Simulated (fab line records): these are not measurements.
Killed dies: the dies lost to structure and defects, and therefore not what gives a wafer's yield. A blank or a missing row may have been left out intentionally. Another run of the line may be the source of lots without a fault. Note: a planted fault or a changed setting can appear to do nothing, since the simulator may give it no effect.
Matching of chambers :: flow n5_finfet :: N5_BEOL_M6_STRIP_67 on rie_diel-05 has 4 sister chambers
The step strips in CF4. 4 wafers are shown with their chamber, then 8 later ones without.

== EACH WAFER AND ITS CHAMBER ==
wafer: L076.3
chamber: 0
showerhead_plenum_p_Torr (Torr): 1.82

wafer: L076.6
chamber: 3
showerhead_plenum_p_Torr (Torr): 1.76

wafer: L089.5
chamber: 1
showerhead_plenum_p_Torr (Torr): 1.75

wafer: L090.2
chamber: 2
showerhead_plenum_p_Torr (Torr): 1.86

== WAFERS MISSING THEIR CHAMBER ==
wafer: L090.4
showerhead_plenum_p_Torr (Torr): 1.82

wafer: L090.6
showerhead_plenum_p_Torr (Torr): 1.82

wafer: L088.2
showerhead_plenum_p_Torr (Torr): 1.75

wafer: L088.3
showerhead_plenum_p_Torr (Torr): 1.75

wafer: L088.6
showerhead_plenum_p_Torr (Torr): 1.86

wafer: L093.2
showerhead_plenum_p_Torr (Torr): 1.75

wafer: L093.4
showerhead_plenum_p_Torr (Torr): 1.85

wafer: L093.6
showerhead_plenum_p_Torr (Torr): 1.82

== EACH ONE'S CHAMBER ==
wafer: L090.4
from the rows above: 0
in truth: 0

wafer: L090.6
from the rows above: 0
in truth: 0

wafer: L088.2
from the rows above: 1
in truth: 1

wafer: L088.3
from the rows above: 1
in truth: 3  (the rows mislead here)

wafer: L088.6
from the rows above: 2
in truth: 2

wafer: L093.2
from the rows above: 1
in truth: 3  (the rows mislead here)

wafer: L093.4
from the rows above: 2
in truth: 2

wafer: L093.6
from the rows above: 0
in truth: 0
Correctly placed: 6 of 8. Not placeable from these rows: 0. Placed wrongly: 2.
How it was worked out, from the rows above alone: a wafer's distance from a chamber is the root of the sum, over the readings, of the square of ((its reading less the chamber's mean) divided by the reading's scatter). If the next closest chamber is less than 2 further off than the closest, the wafer can't be placed; otherwise it belongs to the closest. The mean given for a chamber averages the wafers shown for that chamber. The scatter: with one shown wafer a chamber, the root of the mean of the squares of how far each hidden wafer lies from its nearest shown one.
